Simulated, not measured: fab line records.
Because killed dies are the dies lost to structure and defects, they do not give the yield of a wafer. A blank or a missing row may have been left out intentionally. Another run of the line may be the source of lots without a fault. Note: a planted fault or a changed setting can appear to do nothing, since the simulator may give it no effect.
Chamber matching ; flow n5-finfet ; 4 sister chambers for N5_BEOL_M0_SAQP_STRIP_75 on rie-diel-04
The step strips in CF4. 18 wafers are shown with their chamber, then 9 later ones without.

EACH WAFER AND ITS CHAMBER
wafer;chamber;drypump-motor-current-A (A);throttle-valve-pct (%);showerhead-plenum-p-Torr (Torr)
L075.2;3;6.1;13.61;1.75
L075.3;0;5.1;13.53;1.71
L075.4;1;5.0;13.57;1.73
L078.1;0;5.1;13.54;1.71
L078.2;3;6.1;13.64;1.75
L078.4;2;6.3;13.93;1.79
L079.1;0;5.1;13.53;1.71
L079.2;3;6.1;13.65;1.75
L079.3;1;5.0;13.57;1.72
L079.4;2;6.3;13.92;1.79
L079.5;2;6.3;13.93;1.79
L079.6;3;6.1;13.64;1.75
L080.1;3;6.0;13.65;1.75
L080.2;1;5.0;13.58;1.72
L080.3;0;5.1;13.56;1.71
L080.4;2;6.3;13.91;1.79
L080.5;2;6.3;13.93;1.78
L080.6;1;5.0;13.58;1.72

SIGNATURES (averages over the wafers above)
reading;chamber 0;chamber 1;chamber 2;chamber 3;scatter within a chamber
drypump-motor-current-A;5.100;5.000;6.300;6.080;0.0239
throttle-valve-pct;13.5400;13.5750;13.9240;13.6380;0.0122
showerhead-plenum-p-Torr;1.7100;1.7225;1.7880;1.7500;0.00333
Rule: for each reading, subtract the chamber's mean from the wafer's reading, divide by that reading's scatter and square the result; add these up over the readings and take the root, which gives the wafer's distance from the chamber. If the next closest chamber is less than 2 further off than the closest, the wafer can't be placed; otherwise it belongs to the closest. How the scatter is found: for the shown wafers, subtract from each reading the mean of its chamber, square and add these, divide the total by (wafers less chambers), then take the root.

WAFERS WHOSE CHAMBER IS MISSING
wafer;drypump-motor-current-A (A);throttle-valve-pct (%);showerhead-plenum-p-Torr (Torr)
L083.1;5.0;13.59;1.72
L083.2;6.1;13.65;1.74
L083.5;5.1;13.57;1.71
L086.1;6.1;13.68;1.74
L086.2;5.1;13.58;1.71
L086.3;5.0;13.60;1.72
L086.4;6.3;13.95;1.78
L086.5;6.1;13.67;1.74
L086.6;5.1;13.58;1.71

CHAMBER TAKEN BY EACH
wafer;from the rows above;in truth
L083.1;1;1
L083.2;3;3
L083.5;0;0
L086.1;3;3
L086.2;0;0
L086.3;1;1
L086.4;2;2
L086.5;3;3
L086.6;0;0
9 of 9 placed correctly. From these rows, 0 cannot be placed. 0 placed wrongly.
